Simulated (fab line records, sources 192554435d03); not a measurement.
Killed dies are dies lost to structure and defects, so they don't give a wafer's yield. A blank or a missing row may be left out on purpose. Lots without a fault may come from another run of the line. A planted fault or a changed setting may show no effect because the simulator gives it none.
fab line records | flow n5_finfet
record lots=11 wafers=32 last_day=19
route steps=1938 shown BEOL_M15@1812 MIM_BOT@1832 MIM_TOP@1835 PASSIVATION@1936
lots that met no fault: from a run of the same line without faults
start_h: hours from the record's first day to the start of the lot's first wafer shown | wait_h: hours since the lot's step before | " the same as in the row above | L1.1+2: a row that stands for several wafers | - no value, or no start given | * or withheld: withheld | < > ~ a bound
route shown NAME@n: a module of which the file shows steps, and the number in the route of the first | usual: mean/standard deviation of fault-free wafers | same: alike in all rows | chamber/n: place in a boat | sites: the reading at each site | _std_site: their standard deviation | _edge_site: outer sites' mean less inner sites' | radius_mm: how far each site lies from the wafer's centre | mask NAME#n: copy n | behind: the tool/chamber that last shaped the wafer | hold: why the lot was held/for how many hours/how that ended | device: the transistor (n, p or np) that didn't switch | end of line: the same wafers' tests at the end of the route | a step without rows: its recipe alone | killed: dies lost to structure and defects at the first sort, not the wafer's yield | map: a wafer's dies, x killed, . not, _ none there
set.NAME: the setting as run; set.NAME@STEP: as run at that earlier step | model.NAME: the simulator's own value behind a step, which no gauge read
steps of the route over a sample of lots; a table a step, a row a wafer
services: from which hour (start_h, from the record's first day; less than 0 if before it) a tool's chamber was out of use, for how many hours, and why
## steps
# step N5_BEOL_M15_STRIP_62
# recipe chemistry=O2 power_w=600 temp_c=60 pressure_mtorr=30 rf_frequency_hz=6e+07 bias_power_w=0 overash_fraction=0.3 o2_flow_sccm=225
# usual drypump_motor_current_A=5.9/0.31 oes_product_au=0.82/0.072 rf_vpp_V=3.6/0.5 showerhead_plenum_p_Torr=2.13/0.059 temp_c=59.99/0.12 throttle_valve_pct=16.69/0.22
# columns lot.wafer tool chamber start_h wait_h drypump_motor_current_A oes_product_au rf_hours_counter_h rf_vpp_V showerhead_plenum_p_Torr temp_c throttle_valve_pct
L964.2 rie_diel-01 2 - - 5.8 0.93 37 3.9 2.22 59.87 16.52
L964.3 " 3 " " 5.8 0.80 91 2.8 2.11 59.85 16.71
L965.2 rie_diel-01 0 - - 6.3 0.81 92 4.3 2.10 60.11 16.83
L965.3 " 2 " " 5.9 0.93 37 2.9 2.22 59.96 16.53
L965.4 " 3 " " 5.8 0.81 91 3.7 2.11 60.11 16.70
L963.1 rie_diel-02 2 - - 6.2 0.67 246 3.3 2.06 60.15 16.65
L963.4 " 0 " " 5.5 0.72 197 3.9 2.16 59.87 17.11
L963.6 " 2 " " 6.2 0.66 - 3.6 2.06 59.97 16.65
L966.1 rie_diel-02 0 - - 5.4 0.73 203 4.2 2.15 60.10 17.12
L966.3 " 3 " " 6.3 0.85 67 3.7 2.22 59.93 16.63
L966.6 " 3 " " 6.3 0.83 - 2.7 2.22 59.93 16.62
L972.3 rie_diel-01 0 - - 6.3 0.79 108 4.1 2.10 60.12 16.87
L972.4 " 2 " " 5.9 0.90 53 4.3 2.21 59.85 16.56
L972.6 " 2 " " 5.8 0.91 - 3.3 2.21 59.94 16.56
L978.1 rie_diel-05 0 - - 6.1 0.93 23 3.9 2.14 59.92 16.48
L978.3 " 1 " " 6.0 0.69 205 3.0 2.06 60.08 16.78
L978.6 " 3 " " 5.8 0.85 - 4.0 2.13 59.83 16.62
L976.3 rie_diel-02 0 - - 5.4 0.71 232 3.9 2.14 59.97 17.17
L976.5 " 0 " " 5.5 0.71 - 4.1 2.15 59.92 17.17
L976.6 " 1 " " 5.7 0.84 - 3.2 2.11 60.03 16.39
L982.3 rie_diel-01 3 - - 5.9 0.78 123 3.0 2.09 59.91 16.76
L982.5 " 2 " " 5.8 0.88 - 3.6 2.21 60.03 16.61
L982.6 " 3 " " 5.9 0.78 - 2.9 2.10 59.83 16.78
L983.2 rie_diel-01 2 - - 5.9 0.87 76 4.7 2.21 60.01 16.60
L983.4 " 1 " " 5.8 0.83 65 4.2 2.14 59.97 16.80
L983.5 " 0 " " 6.3 0.78 - 3.4 2.09 60.07 16.92
L985.1 rie_diel-05 1 - - 6.0 0.70 213 4.6 2.06 59.94 16.79
L985.3 " 2 " " 5.1 0.69 249 2.9 1.98 59.91 16.74
L985.4 " 3 " " 5.8 0.84 52 3.8 2.13 59.95 16.65
L984.3 rie_diel-01 2 - - 5.9 0.86 81 3.8 2.20 59.98 16.61
L984.4 " 1 " " 5.8 0.82 70 3.8 2.14 59.90 16.79
L984.5 " 0 " " 6.3 0.77 - 3.5 2.09 60.14 16.91
# step N5_BEOL_M15_DEP_53
# recipe material=SiCN target_thk_a=500 temp_c=withheld precursor=3MS/NH3 pressure_torr=3 rf_w=675 time_s=17.8
# usual chamber_pressure_Torr=3.001/0.0061 rf_fwd_power_W=666/3.2 showerhead_plenum_p_Torr=4.17/0.031 showerhead_vpp_V=1611/57 throttle_valve_pct=17.8/1.1
# columns lot.wafer tool chamber start_h wait_h chamber_pressure_Torr rf_fwd_power_W showerhead_plenum_p_Torr showerhead_vpp_V throttle_valve_pct
L964.2 pecvd-03 2 293.84 0.0 3.000 669 4.20 1563 16.4
L964.3 " 0 " " 3.006 670 4.15 1512 21.8
L965.2 pecvd-03 1 295.04 0.0 2.989 671 4.21 1614 18.8
L965.3 " 2 " " 3.008 667 4.19 1515 16.4
L965.4 " 2 " " 3.009 666 4.20 1539 16.4
L963.1 pecvd-01 0 300.46 0.0 3.005 660 4.19 1697 17.1
L963.4 " 2 " " 2.991 668 4.15 1604 17.3
L963.6 " 0 " " 3.005 664 4.20 1695 17.1
L966.1 pecvd-01 2 319.67 0.0 3.003 669 4.15 1608 17.3
L966.3 " 1 " " 3.003 667 4.20 1678 18.0
L966.6 " 2 " " 2.995 667 4.15 1585 17.3
L972.3 pecvd-01 1 358.56 0.0 3.000 665 4.19 1642 18.2
L972.4 " 0 " " 3.001 664 4.20 1662 17.3
L972.6 " 1 " " 2.985 665 4.19 1645 18.2
L978.1 pecvd-01 0 404.30 0.0 - - - - -
L978.3 " 1 " " - - - - -
L978.6 " 1 " " - - - - -
L976.3 pecvd-01 0 405.05 0.0 - - - - -
L976.5 " 2 " " - - - - -
L976.6 " 1 " " - - - - -
L982.3 pecvd-01 2 419.54 0.0 3.000 670 4.15 1595 17.5
L982.5 " 2 " " 3.007 671 4.15 1584 17.5
L982.6 " 0 " " 3.001 662 4.19 1686 17.2
L983.2 pecvd-01 2 424.23 0.0 2.987 666 4.15 1596 17.5
L983.4 " 0 " " 3.003 664 4.20 1658 17.1
L983.5 " 2 " " 2.993 669 4.16 1601 17.6
L985.1 pecvd-01 2 425.34 0.0 2.998 668 4.16 1570 17.1
L985.3 " 0 " " 2.993 667 4.20 1713 17.1
L985.4 " 1 " " 3.006 667 4.20 1686 18.4
L984.3 pecvd-02 1 436.82 0.0 2.997 661 4.17 1540 18.5
L984.4 " 0 " " 2.995 666 4.12 1541 17.5
L984.5 " 2 " " 2.997 668 4.12 1649 18.2
# step N5_MIM_BOT_DEGAS_01
# recipe ambient=vacuum temp_c=300 time_s=60
# usual heater_power_w=471/29
# columns lot.wafer tool chamber start_h wait_h heater_power_w
L964.2 pvd_sputter-03 - 295.69 0.7 449
L964.3 " - " " 511
L965.2 pvd_sputter-03 - 296.33 0.2 513
L965.3 " - " " 436
L965.4 " - " " 506
L963.1 pvd_sputter-01 - 302.50 0.9 469
L963.4 " - " " 468
L963.6 " - " " 439
L966.1 pvd_sputter-03 - 321.73 1.0 519
L966.3 " - " " 451
L966.6 " - " " 454
L972.3 pvd_sputter-03 - 361.65 2.0 450
L972.4 " - " " 515
L972.6 " - " " 449
L978.1 pvd_sputter-03 - 406.24 0.8 511
L978.3 " - " " 440
L978.6 " - " " 516
L976.3 pvd_sputter-01 - 406.38 0.2 460
L976.5 " - " " 451
L976.6 " - " " 455
L982.3 pvd_sputter-02 - 421.59 1.0 460
L982.5 " - " " 514
L982.6 " - " " 461
L983.2 pvd_sputter-01 - 427.87 2.5 485
L983.4 " - " " 436
L983.5 " - " " 459
L985.1 pvd_sputter-01 - 428.19 1.7 482
L985.3 " - " " 490
L985.4 " - " " 452
L984.3 pvd_sputter-01 - 440.66 1.8 445
L984.4 " - " " 462
L984.5 " - " " 457
# step N5_MIM_TOP_ALD_01
# recipe material=HfO2 target_thk_a=56 temp_c=withheld ald_precursor_family=Hf-amide ald_co_reactant=O3 pulse_time_s=1 purge_time_s=3 co_reactant_purge_time_s=2 co_reactant_pulse_time_s=3 ald_cycles=62
# usual precursor_pulse_height_rel=0.998/0.022
# columns lot.wafer tool chamber start_h wait_h precursor_pulse_height_rel
L964.2 ald_hk-01 2 - - 0.969
L964.3 " 0 " " 0.973
L965.2 ald_hk-02 3 - - 0.996
L965.3 " 0 " " 0.975
L965.4 " 2 " " 1.026
L963.1 ald_hk-03 3 - - 1.036
L963.4 " 0 " " 0.973
L963.6 " 0 " " 0.976
L966.1 ald_hk-02 1 - - 1.009
L966.3 " 2 " " 0.982
L966.6 " 3 " " 0.956
L972.3 ald_hk-02 2 - - 1.014
L972.4 " 0 " " 0.981
L972.6 " 0 " " 0.993
L978.1 ald_hk-01 0 - - 0.976
L978.3 " 2 " " 0.997
L978.6 " 2 " " 1.001
L976.3 ald_hk-03 1 - - 0.982
L976.5 " 3 " " 0.993
L976.6 " 0 " " 1.005
L982.3 ald_hk-01 3 - - 0.945
L982.5 " 0 " " 0.983
L982.6 " 1 " " 1.017
L983.2 ald_hk-02 1 - - 0.990
L983.4 " 3 " " 0.998
L983.5 " 3 " " 1.011
L985.1 ald_hk-01 0 - - 0.998
L985.3 " 1 " " 0.969
L985.4 " 3 " " 0.966
L984.3 ald_hk-03 0 - - 1.024
L984.4 " 3 " " 0.984
L984.5 " 1 " " 0.992
# step N5_PASSIVATION_PROBE_49
# usual defect_limited_yield=91.2/1.4 killed_at_M0_to_M3=34/9.4 killed_at_M4_up=14/5.6 killed_at_contacts=13/7.8 killed_at_front_end=37/10 killed_at_other=4/3.3 killed_dies=103/17 killed_on_rim=14/3.5 killed_open=68/13 killed_short=33/8.2 sort_bin_5_function=5.1/0.92 sort_bin_6_memory=3.3/0.71 sort_bin_8_speed=0.01/0.043 sort_n_pass=1077/17 sort_yield_pct=91.2/1.4
# same gross_dies=1180 killed_at_back_side=0 sort_bin_4_leakage[%]=0
# columns lot.wafer tool chamber start_h wait_h defect_limited_yield[%] killed_at_M0_to_M3 killed_at_M4_up killed_at_contacts killed_at_front_end killed_at_other killed_dies killed_on_rim killed_open killed_short sort_bin_5_function[%] sort_bin_6_memory[%] sort_bin_8_speed[%] sort_n_pass sort_yield_pct[%]
L964.2 prober-01 - 309.28 0.1 90.5 47 12 11 32 10 112 18 77 33 5.5 3.7 0 1068 90.5
L964.3 prober-01 - 309.33 0.1 90.0 45 17 6 45 5 118 20 76 34 5.2 4.1 0 1062 90.0
L963.1 prober-02 - 318.06 0.0 90.9 32 13 10 50 2 107 11 62 45 5.0 3.6 0 1073 90.9
L963.4 prober-02 - 318.21 0.2 92.3 32 18 1 40 0 91 13 65 26 4.2 3.4 0 1089 92.3
L963.6 prober-02 - 318.31 0.3 91.6 31 13 8 46 1 99 12 64 35 5.6 2.5 0 1081 91.6
L966.1 prober-01 - 333.99 0.0 93.6 25 12 8 29 1 75 16 45 26 4.1 2.1 0 1105 93.6
L966.3 prober-01 - 334.09 0.1 90.1 24 15 24 51 3 117 15 81 28 5.1 4.2 0 1063 90.1
L966.6 prober-01 - 334.24 0.3 89.8 39 27 19 31 4 120 17 75 37 5.8 3.5 0 1060 89.8
L978.1 prober-02 - 416.83 0.0 93.0 30 13 3 28 9 83 12 51 29 4.2 2.5 0 1097 93.0
L978.3 prober-02 - 416.93 0.1 92.2 22 14 13 40 3 92 18 56 24 4.0 2.5 0 1088 92.2
L978.6 prober-02 - 417.08 0.3 91.8 32 16 13 31 5 97 19 60 26 3.7 3.2 0 1083 91.8
L976.6 prober-02 - 418.92 0.3 91.8 41 4 14 33 5 97 11 70 25 4.8 2.9 0 1083 91.8
L982.3 prober-01 - 435.06 0.1 91.0 25 25 13 33 10 106 11 79 26 5.1 3.8 0 1074 91.0
L982.5 prober-01 - 435.16 0.2 91.4 38 14 18 29 2 101 10 74 24 4.7 3.5 0 1079 91.4
L982.6 prober-01 - 435.21 0.3 92.0 26 17 20 30 1 94 14 73 20 4.3 3.3 0 1086 92.0
L985.1 prober-02 - 441.01 0.1 90.8 39 12 9 44 4 108 14 81 24 5.1 3.6 0 1072 90.8
L985.3 prober-02 - 441.11 0.2 93.9 22 11 5 31 3 72 11 47 22 3.2 2.7 0.08 1108 93.9
L985.4 prober-02 - 441.16 0.3 91.3 43 18 7 33 2 103 16 68 33 4.6 3.7 0 1077 91.3
L983.2 prober-01 - 441.26 0.3 91.9 51 11 7 26 1 96 10 61 34 5.0 2.9 0 1084 91.9
L983.4 prober-01 - 441.36 0.4 89.1 55 23 16 34 1 129 18 90 28 5.8 4.2 0 1051 89.1
L983.5 prober-01 - 441.41 0.4 87.9 67 12 31 31 2 143 16 104 38 8.0 3.6 0 1037 87.9
# killed by level:class
L964.2 BEOL_M2:geometric_particle:open=18 MOL_CONTACT_COAG:geometric_particle:open=9 BEOL_M0_SAQP:geometric_particle:short=8 STI_FIN_REVEAL:geometric_particle:open=7 BEOL_M0_SAQP:geometric_particle:open=7 DUMMY_GATE:geometric_particle:open=6 FIN_SAQP:geometric_particle:open=4 BEOL_M2:geometric_particle:short=4
L964.3 BEOL_M2:geometric_particle:open=12 FIN_SAQP:geometric_particle:open=9 STI_FIN_REVEAL:geometric_particle:open=9 FIN_SAQP:geometric_particle:short=7 BEOL_M0_SAQP:geometric_particle:short=7 BEOL_M0_SAQP:geometric_particle:open=7 HKMG_FIN:area_etch=7 MOL_CONTACT_COAG:geometric_particle:open=6
L963.1 STI_FIN_REVEAL:geometric_particle:open=13 BEOL_M3:geometric_particle:open=10 MOL_CONTACT_COAG:geometric_particle:open=9 ILD0:geometric_particle:short=7 STARTING-WAFER:geometric_particle:short=5 FIN_SAQP:geometric_particle:short=4 BEOL_M0:geometric_particle:open=4 BEOL_M0_SAQP:geometric_particle:short=4
L963.4 STI_FIN_REVEAL:geometric_particle:open=14 BEOL_M1:geometric_particle:open=7 BEOL_M2:geometric_particle:open=7 BEOL_M5:geometric_particle:open=7 DUMMY_GATE:geometric_particle:open=6 BEOL_M3:geometric_particle:open=6 STI_FIN_REVEAL:geometric_particle:short=5 BEOL_M3:geometric_particle:short=5
L963.6 STI_FIN_REVEAL:geometric_particle:open=17 BEOL_M0_SAQP:geometric_particle:short=12 MOL_CONTACT_COAG:geometric_particle:open=6 FIN_SAQP:geometric_particle:short=5 STI_FIN_REVEAL:geometric_particle:short=5 BEOL_M0_SAQP:geometric_particle:open=5 BEOL_M7:geometric_particle:open=4 BEOL_M0:geometric_particle:open=4
L966.1 GATE_CUT:geometric_particle:open=7 MOL_CONTACT_COAG:geometric_particle:open=6 FIN_SAQP:geometric_particle:open=5 BEOL_M1:geometric_particle:open=5 BEOL_M3:geometric_particle:open=5 BEOL_M4:geometric_particle:open=5 BEOL_M0_SAQP:geometric_particle:short=4 STARTING-WAFER:geometric_particle:short=4
L966.3 MOL_CONTACT_COAG:geometric_particle:open=21 FIN_SAQP:geometric_particle:open=15 GATE_CUT:geometric_particle:short=8 BEOL_M0_SAQP:geometric_particle:open=7 BEOL_M3:geometric_particle:open=6 STI_FIN_REVEAL:geometric_particle:open=5 HKMG_FIN:area_etch=5 STARTING-WAFER:geometric_particle:open=4
L966.6 MOL_CONTACT_COAG:geometric_particle:open=17 BEOL_M3:geometric_particle:open=9 BEOL_M0_SAQP:geometric_particle:open=8 BEOL_M4:geometric_particle:short=7 BEOL_M4:geometric_particle:open=6 DUMMY_GATE:geometric_particle:open=6 HKMG_FIN:area_etch=6 FIN_SAQP:geometric_particle:open=5
L978.1 BEOL_M0_SAQP:geometric_particle:open=9 BEOL_M0_SAQP:geometric_particle:short=8 STI_FIN_REVEAL:geometric_particle:open=6 BEOL_M4:geometric_particle:open=6 FIN_SAQP:geometric_particle:open=4 BEOL_M1:geometric_particle:open=4 BEOL_M3:geometric_particle:open=4 FIN_SAQP:geometric_particle:short=3
L978.3 HKMG_FIN:area_etch=12 MOL_CONTACT_COAG:geometric_particle:open=9 FIN_SAQP:geometric_particle:short=8 STI_FIN_REVEAL:geometric_particle:open=7 FIN_SAQP:geometric_particle:open=5 BEOL_M3:geometric_particle:open=5 BEOL_M0_SAQP:geometric_particle:open=5 BEOL_M4:geometric_particle:open=5
L978.6 MOL_CONTACT_COAG:geometric_particle:open=10 HKMG_FIN:area_etch=9 BEOL_M0_SAQP:geometric_particle:open=8 BEOL_M3:geometric_particle:open=8 BEOL_M2:geometric_particle:open=7 FIN_SAQP:geometric_particle:open=6 FIN_SAQP:geometric_particle:short=5 BEOL_M4:geometric_particle:open=5
L976.6 BEOL_M3:geometric_particle:open=13 MOL_CONTACT_COAG:geometric_particle:open=12 STI_FIN_REVEAL:geometric_particle:open=9 DUMMY_GATE:geometric_particle:open=6 BEOL_M0_SAQP:geometric_particle:short=6 BEOL_M1:geometric_particle:open=6 BEOL_M0_SAQP:geometric_particle:open=4 BEOL_M2:geometric_particle:open=4
L982.3 MOL_CONTACT_COAG:geometric_particle:open=13 BEOL_M4:geometric_particle:open=8 BEOL_M3:geometric_particle:open=8 BEOL_M6:geometric_particle:open=8 FIN_SAQP:geometric_particle:open=6 BEOL_M2:geometric_particle:open=6 FIN_SAQP:geometric_particle:short=5 BEOL_M1:geometric_particle:open=5
L982.5 MOL_CONTACT_COAG:geometric_particle:open=16 BEOL_M2:geometric_particle:open=12 BEOL_M1:geometric_particle:open=11 STI_FIN_REVEAL:geometric_particle:open=7 FIN_SAQP:geometric_particle:open=6 BEOL_M4:geometric_particle:open=6 BEOL_M0_SAQP:geometric_particle:short=5 BEOL_M4:geometric_particle:short=4
L982.6 MOL_CONTACT_COAG:geometric_particle:open=18 FIN_SAQP:geometric_particle:open=11 BEOL_M4:geometric_particle:open=10 BEOL_M2:geometric_particle:open=10 STARTING-WAFER:geometric_particle:open=4 BEOL_M1:geometric_particle:open=4 DUMMY_GATE:geometric_particle:open=3 SPACER0:geometric_particle:short=3
L985.1 STI_FIN_REVEAL:geometric_particle:open=13 BEOL_M2:geometric_particle:open=11 FIN_SAQP:geometric_particle:open=8 MOL_CONTACT_COAG:geometric_particle:open=7 BEOL_M1:geometric_particle:open=7 BEOL_M0_SAQP:geometric_particle:open=6 FIN_SAQP:geometric_particle:short=5 DUMMY_GATE:geometric_particle:open=5
L985.3 FIN_SAQP:geometric_particle:short=8 STI_FIN_REVEAL:geometric_particle:open=8 DUMMY_GATE:geometric_particle:open=7 BEOL_M4:geometric_particle:open=6 BEOL_M2:geometric_particle:open=5 MOL_CONTACT_COAG:geometric_particle:open=4 BEOL_M1:geometric_particle:short=4 BEOL_M0:geometric_particle:open=3
L985.4 BEOL_M4:geometric_particle:open=13 BEOL_M3:geometric_particle:open=12 BEOL_M2:geometric_particle:open=10 FIN_SAQP:geometric_particle:short=7 BEOL_M1:geometric_particle:short=6 BEOL_M1:geometric_particle:open=6 STARTING-WAFER:geometric_particle:open=5 DUMMY_GATE:geometric_particle:open=4
L983.2 BEOL_M0_SAQP:geometric_particle:open=14 BEOL_M0_SAQP:geometric_particle:short=12 STI_FIN_REVEAL:geometric_particle:open=8 BEOL_M1:geometric_particle:open=8 BEOL_M3:geometric_particle:open=7 STARTING-WAFER:geometric_particle:short=7 STARTING-WAFER:geometric_particle:open=6 MOL_CONTACT_COAG:geometric_particle:open=5
L983.4 BEOL_M3:geometric_particle:open=15 BEOL_M1:geometric_particle:open=14 MOL_CONTACT_COAG:geometric_particle:open=13 BEOL_M4:geometric_particle:open=11 HKMG_FIN:area_etch=9 BEOL_M0_SAQP:geometric_particle:short=8 STI_FIN_REVEAL:geometric_particle:open=7 BEOL_M1:geometric_particle:short=7
L983.5 BEOL_M3:geometric_particle:open=31 MOL_CONTACT_COAG:geometric_particle:open=23 STI_FIN_REVEAL:geometric_particle:open=10 MOL_CONTACT_COAG:geometric_particle:short=8 GATE_CUT:geometric_particle:short=7 BEOL_M4:geometric_particle:open=7 BEOL_M1:geometric_particle:open=7 BEOL_M3:geometric_particle:short=7
## services
# columns tool chamber start_h hours kind
rie_diel-05 0 306.85 - clean
rie_diel-05 0 306.85 - consumable_replace:focus_ring
rie_diel-01 0 309.55 5.6 repair
rie_diel-02 2 313.40 - clean
rie_diel-02 2 313.40 - consumable_replace:focus_ring
rie_diel-02 2 313.40 18.2 scheduled_down
rie_diel-02 2 313.40 18.2 vent_cycle
rie_diel-01 - 320.61 2.8 pm
pecvd-02 1 324.87 29.1 repair
pecvd-01 1 331.69 - calibration
pecvd-01 0 340.13 6.7 repair
ald_hk-01 - 340.38 0.9 repair
ald_hk-01 - 342.13 6.0 pm
pecvd-03 - 366.32 6.0 pm
pecvd-01 0 369.92 5.3 repair
rie_diel-01 3 370.74 13.1 repair
ald_hk-01 - 372.46 3.0 repair
rie_diel-02 3 383.28 7.3 repair
ald_hk-01 - 390.09 0.8 repair
pecvd-03 - 390.43 2.8 pm
pecvd-03 - 412.25 0.2 repair
ald_hk-03 - 426.02 8.7 pm
pecvd-01 1 428.27 2.1 scheduled_down
rie_diel-05 3 430.46 22.3 repair
## key
first_sign step=N5_BEOL_M15_DEP_53 reading=tool_record direction=missing
effect none on later readings
met_at N5_BEOL_M15_DEP_53
struck_lots L976,L978
baseline_loss step=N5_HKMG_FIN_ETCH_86 wafers=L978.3
not_acting_at N5_BEOL_M15_STRIP_62,N5_MIM_BOT_DEGAS_01,N5_MIM_TOP_ALD_01
onset_between 358.56 404.30
fault kind=skipped_step_whole tool=pecvd-01 chamber=- onset_h=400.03 steps=N5_BEOL_M15_DEP_53 scope=struck_lots_only
# baseline_loss: these wafers lose ten dies or more at that step, a loss of the line's own and not of a fault; the sort's usual values leave them out
